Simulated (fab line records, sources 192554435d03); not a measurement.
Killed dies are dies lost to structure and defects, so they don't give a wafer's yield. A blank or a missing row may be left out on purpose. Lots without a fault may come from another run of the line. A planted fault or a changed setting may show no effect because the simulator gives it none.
Chamber matching | flow n5_finfet | N5_BEOL_M12_DEP_53 on pecvd-01: 3 sister chambers
The step deposits SiCN from 3MS/NH3, target thk 30 nm, time 10.5 s. 14 wafers are shown with their chamber, then 7 later ones without.

WAFERS WITH THEIR CHAMBER
wafer  | chamber | throttle_valve_pct (%) | showerhead_plenum_p_Torr (Torr) | chamber_pressure_Torr (Torr)
L076.1 | 1       | 19.5                   | 4.198                           | 2.998
L076.3 | 0       | 18.4                   | 4.143                           | 3.014
L076.5 | 0       | 18.2                   | 4.138                           | 3.006
L077.2 | 0       | 18.5                   | 4.148                           | 3.001
L077.3 | 0       | 18.4                   | 4.136                           | 3.005
L077.4 | 1       | 19.6                   | 4.180                           | 3.008
L082.1 | 1       | 19.3                   | 4.190                           | 2.997
L082.2 | 0       | 18.5                   | 4.146                           | 2.998
L082.5 | 1       | 19.7                   | 4.186                           | 3.002
L083.3 | 2       | 16.1                   | 4.171                           | 3.001
L083.4 | 0       | 18.5                   | 4.142                           | 3.004
L083.6 | 1       | 19.7                   | 4.196                           | 2.998
L084.2 | 0       | 18.5                   | 4.149                           | 2.990
L084.3 | 2       | 16.3                   | 4.158                           | 2.987

SIGNATURES (means of the wafers above)
reading                  | chamber 0 | chamber 1 | chamber 2 | scatter within a chamber
throttle_valve_pct       | 18.429    | 19.560    | 16.200    | 0.137
showerhead_plenum_p_Torr | 4.14314   | 4.19000   | 4.16450   | 0.00636
chamber_pressure_Torr    | 3.00257   | 3.00060   | 2.99400   | 0.00683
Rule: a wafer's distance from a chamber is the root of the sum, over the readings, of the square of ((its reading less the chamber's mean) divided by the reading's scatter). The wafer belongs to the nearest chamber; if the next one is less than 2 further off, it can't be placed. The scatter: the root of (the sum of the squares of (reading less its chamber's mean) over the shown wafers, divided by (wafers less chambers)).

WAFERS WITHOUT THEIR CHAMBER
wafer  | throttle_valve_pct (%) | showerhead_plenum_p_Torr (Torr) | chamber_pressure_Torr (Torr)
L084.5 | 18.6                   | 4.133                           | 3.001
L090.1 | 16.4                   | 4.167                           | 3.002
L090.5 | 18.8                   | 4.144                           | 2.999
L090.6 | 16.4                   | 4.181                           | 2.996
L095.3 | 19.7                   | 4.192                           | 3.012
L095.4 | 16.5                   | 4.177                           | 2.990
L095.6 | 18.6                   | 4.148                           | 3.004

WHICH CHAMBER EACH WENT THROUGH
wafer  | from the rows above | in truth
L084.5 | 0                   | 0
L090.1 | 2                   | 2
L090.5 | 0                   | 0
L090.6 | 2                   | 2
L095.3 | 1                   | 1
L095.4 | 2                   | 2
L095.6 | 0                   | 0
Placed correctly: 7 of 7. Can't be placed from these rows: 0. Placed wrongly: 0.
